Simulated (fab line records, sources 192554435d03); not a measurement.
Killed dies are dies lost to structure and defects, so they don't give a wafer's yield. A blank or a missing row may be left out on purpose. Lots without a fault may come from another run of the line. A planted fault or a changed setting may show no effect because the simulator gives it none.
Chamber matching | flow n5_finfet | N5_BEOL_M7_ETCH_65 on rie_diel-06: 4 sister chambers
The step etches SiARC in CF4, target depth 15.6 nm, time 26 s. 8 wafers are shown with their chamber, then 10 later ones without.

WAFERS WITH THEIR CHAMBER
wafer  | chamber | showerhead_plenum_p_Torr (Torr) | drypump_motor_current_A (A)
L086.3 | 0       | 2.08                            | 5.57
L087.3 | 3       | 2.05                            | 5.86
L087.4 | 1       | 2.04                            | 5.64
L091.4 | 0       | 2.08                            | 5.57
L091.5 | 2       | 2.29                            | 5.34
L091.6 | 1       | 2.04                            | 5.66
L093.1 | 2       | 2.29                            | 5.35
L093.2 | 3       | 2.04                            | 5.86

WAFERS WITHOUT THEIR CHAMBER
wafer  | showerhead_plenum_p_Torr (Torr) | drypump_motor_current_A (A)
L093.5 | 2.29                            | 5.31
L092.1 | 2.04                            | 5.87
L092.3 | 2.29                            | 5.35
L092.4 | 2.07                            | 5.57
L095.4 | 2.04                            | 5.62
L095.5 | 2.03                            | 5.66
L095.6 | 2.29                            | 5.31
L096.3 | 2.04                            | 5.85
L096.5 | 2.04                            | 5.84
L096.6 | 2.07                            | 5.57

WHICH CHAMBER EACH WENT THROUGH
wafer  | from the rows above | in truth
L093.5 | 2                   | 2
L092.1 | 3                   | 3
L092.3 | 2                   | 2
L092.4 | 0                   | 0
L095.4 | 1                   | 1
L095.5 | 1                   | 1
L095.6 | 2                   | 2
L096.3 | 3                   | 3
L096.5 | 3                   | 3
L096.6 | 0                   | 0
Placed correctly: 10 of 10. Can't be placed from these rows: 0. Placed wrongly: 0.
How it was worked out, from the rows above alone: a wafer's distance from a chamber is the root of the sum, over the readings, of the square of ((its reading less the chamber's mean) divided by the reading's scatter). The wafer belongs to the nearest chamber; if the next one is less than 2 further off, it can't be placed. A chamber's mean is the mean of its shown wafers. The scatter: the root of (the sum of the squares of (reading less its chamber's mean) over the shown wafers, divided by (wafers less chambers)).
